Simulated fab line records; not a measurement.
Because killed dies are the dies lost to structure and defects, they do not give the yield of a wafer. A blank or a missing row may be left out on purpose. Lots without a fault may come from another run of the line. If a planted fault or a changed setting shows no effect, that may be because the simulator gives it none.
Matching of chambers || flow nand-harc || NHARC_HYBRID_BOND_ACTIVATE_00 on rie-diel-08: 4 sister chambers
The step chemistry N2, time 60 s. 18 wafers are shown with their chamber, then 9 later ones without.

== WAFERS WITH THEIR CHAMBER ==
{"wafer": "L878.2", "chamber": 0, "oes-product-au (a.u.)": 1.018, "rf-vpp-V (V)": 64.7}
{"wafer": "L878.3", "chamber": 3, "oes-product-au (a.u.)": 1.004, "rf-vpp-V (V)": 64.0}
{"wafer": "L878.6", "chamber": 1, "oes-product-au (a.u.)": 1.002, "rf-vpp-V (V)": 65.0}
{"wafer": "L881.1", "chamber": 3, "oes-product-au (a.u.)": 1.009, "rf-vpp-V (V)": 62.7}
{"wafer": "L881.3", "chamber": 2, "oes-product-au (a.u.)": 1.002, "rf-vpp-V (V)": 64.8}
{"wafer": "L881.5", "chamber": 3, "oes-product-au (a.u.)": 1.016, "rf-vpp-V (V)": 65.7}
{"wafer": "L884.1", "chamber": 3, "oes-product-au (a.u.)": 1.025, "rf-vpp-V (V)": 63.6}
{"wafer": "L884.3", "chamber": 0, "oes-product-au (a.u.)": 1.006, "rf-vpp-V (V)": 64.6}
{"wafer": "L884.5", "chamber": 0, "oes-product-au (a.u.)": 1.005, "rf-vpp-V (V)": 65.9}
{"wafer": "L885.1", "chamber": 1, "oes-product-au (a.u.)": 1.007, "rf-vpp-V (V)": 63.3}
{"wafer": "L885.2", "chamber": 2, "oes-product-au (a.u.)": 0.993, "rf-vpp-V (V)": 63.4}
{"wafer": "L885.6", "chamber": 1, "oes-product-au (a.u.)": 1.004, "rf-vpp-V (V)": 63.9}
{"wafer": "L886.1", "chamber": 3, "oes-product-au (a.u.)": 1.015, "rf-vpp-V (V)": 63.7}
{"wafer": "L886.4", "chamber": 1, "oes-product-au (a.u.)": 1.010, "rf-vpp-V (V)": 63.4}
{"wafer": "L886.5", "chamber": 1, "oes-product-au (a.u.)": 1.004, "rf-vpp-V (V)": 63.2}
{"wafer": "L894.1", "chamber": 1, "oes-product-au (a.u.)": 1.005, "rf-vpp-V (V)": 63.9}
{"wafer": "L894.2", "chamber": 0, "oes-product-au (a.u.)": 0.998, "rf-vpp-V (V)": 63.6}
{"wafer": "L894.6", "chamber": 3, "oes-product-au (a.u.)": 0.999, "rf-vpp-V (V)": 62.3}

SIGNATURES (averages over the wafers above)
{"reading": "oes-product-au", "chamber 0": 1.00675, "chamber 1": 1.00533, "chamber 2": 0.99750, "chamber 3": 1.01133, "scatter within a chamber": 0.00717}
{"reading": "rf-vpp-V", "chamber 0": 64.700, "chamber 1": 63.783, "chamber 2": 64.100, "chamber 3": 63.667, "scatter within a chamber": 0.961}
Rule: for each reading, subtract the chamber's mean from the wafer's reading, divide by that reading's scatter and square the result; add these up over the readings and take the root, which gives the wafer's distance from the chamber. The wafer belongs to the nearest chamber; if the next one is less than 2 further off, it can't be placed. How the scatter is found: for the shown wafers, subtract from each reading the mean of its chamber, square and add these, divide the total by (wafers less chambers), then take the root.

== WAFERS WITH NO CHAMBER GIVEN ==
{"wafer": "L895.2", "oes-product-au (a.u.)": 1.013, "rf-vpp-V (V)": 64.1}
{"wafer": "L895.4", "oes-product-au (a.u.)": 1.009, "rf-vpp-V (V)": 63.1}
{"wafer": "L895.5", "oes-product-au (a.u.)": 0.992, "rf-vpp-V (V)": 62.8}
{"wafer": "L898.1", "oes-product-au (a.u.)": 0.998, "rf-vpp-V (V)": 64.1}
{"wafer": "L898.3", "oes-product-au (a.u.)": 1.003, "rf-vpp-V (V)": 65.3}
{"wafer": "L898.6", "oes-product-au (a.u.)": 0.986, "rf-vpp-V (V)": 64.9}
{"wafer": "L901.1", "oes-product-au (a.u.)": 1.001, "rf-vpp-V (V)": 63.4}
{"wafer": "L901.2", "oes-product-au (a.u.)": 1.005, "rf-vpp-V (V)": 65.7}
{"wafer": "L901.3", "oes-product-au (a.u.)": 0.997, "rf-vpp-V (V)": 62.2}

== EACH ONE'S CHAMBER ==
{"wafer": "L895.2", "from the rows above": "can't be placed: 3 or 0 or 1 or 2", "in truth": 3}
{"wafer": "L895.4", "from the rows above": "can't be placed: 3 or 1 or 0 or 2", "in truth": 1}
{"wafer": "L895.5", "from the rows above": "can't be placed: 2 or 1 or 3 or 0", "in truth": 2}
{"wafer": "L898.1", "from the rows above": "can't be placed: 2 or 1 or 0 or 3", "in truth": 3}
{"wafer": "L898.3", "from the rows above": "can't be placed: 0 or 2 or 1 or 3", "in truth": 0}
{"wafer": "L898.6", "from the rows above": "can't be placed: 2 or 0 or 1 or 3", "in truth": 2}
{"wafer": "L901.1", "from the rows above": "can't be placed: 1 or 2 or 3 or 0", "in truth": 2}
{"wafer": "L901.2", "from the rows above": "can't be placed: 0 or 2 or 1 or 3", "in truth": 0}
{"wafer": "L901.3", "from the rows above": "can't be placed: 2 or 1 or 3 or 0", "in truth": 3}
0 of 9 placed correctly. These rows do not allow placing 9 (true chamber among the candidates in 9). 0 placed wrongly.
